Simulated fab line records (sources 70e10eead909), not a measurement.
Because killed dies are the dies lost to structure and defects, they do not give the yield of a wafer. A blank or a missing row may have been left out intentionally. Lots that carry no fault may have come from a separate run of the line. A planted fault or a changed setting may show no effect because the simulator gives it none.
Chamber matching | flow nand_harc | 4 sister chambers for NHARC_A_CONTACT_ALD_18 on ald_metal-01
The step deposits TiN, target thk 3 nm, pulse time 1 s, ald cycles 150. 4 wafers are shown with their chamber, then 7 later ones without.

WAFERS WITH THEIR CHAMBER
wafer  | chamber | heater_power_w (W)
L624.2 | 2       | 1162
L625.2 | 1       | 1238
L628.1 | 0       | 1076
L628.2 | 3       | 1305

WAFERS WITH NO CHAMBER GIVEN
wafer  | heater_power_w (W)
L628.3 | 1229
L627.3 | 1274
L627.4 | 1077
L627.5 | 1280
L629.2 | 1083
L629.4 | 1163
L629.6 | 1088

THE CHAMBER EACH PASSED THROUGH
wafer  | from the rows above     | in truth
L628.3 | 1                       | 1
L627.3 | can't be placed: 3 or 1 | 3
L627.4 | 0                       | 0
L627.5 | can't be placed: 3 or 1 | 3
L629.2 | 0                       | 0
L629.4 | 2                       | 2
L629.6 | 0                       | 0
Placed correctly: 5 of 7. From these rows, 2 cannot be placed; in 2 the true chamber is one of the candidates. Placed wrongly: 0.
How it was worked out, from the rows above alone: a wafer's distance from a chamber is the root of the sum, over the readings, of the square of ((its reading less the chamber's mean) divided by the reading's scatter). If the next closest chamber is less than 2 further off than the closest, the wafer can't be placed; otherwise it belongs to the closest. The mean given for a chamber averages the wafers shown for that chamber. The scatter (one wafer shown for each chamber): square how far every hidden wafer sits from the nearest shown wafer, average those squares and take the square root.
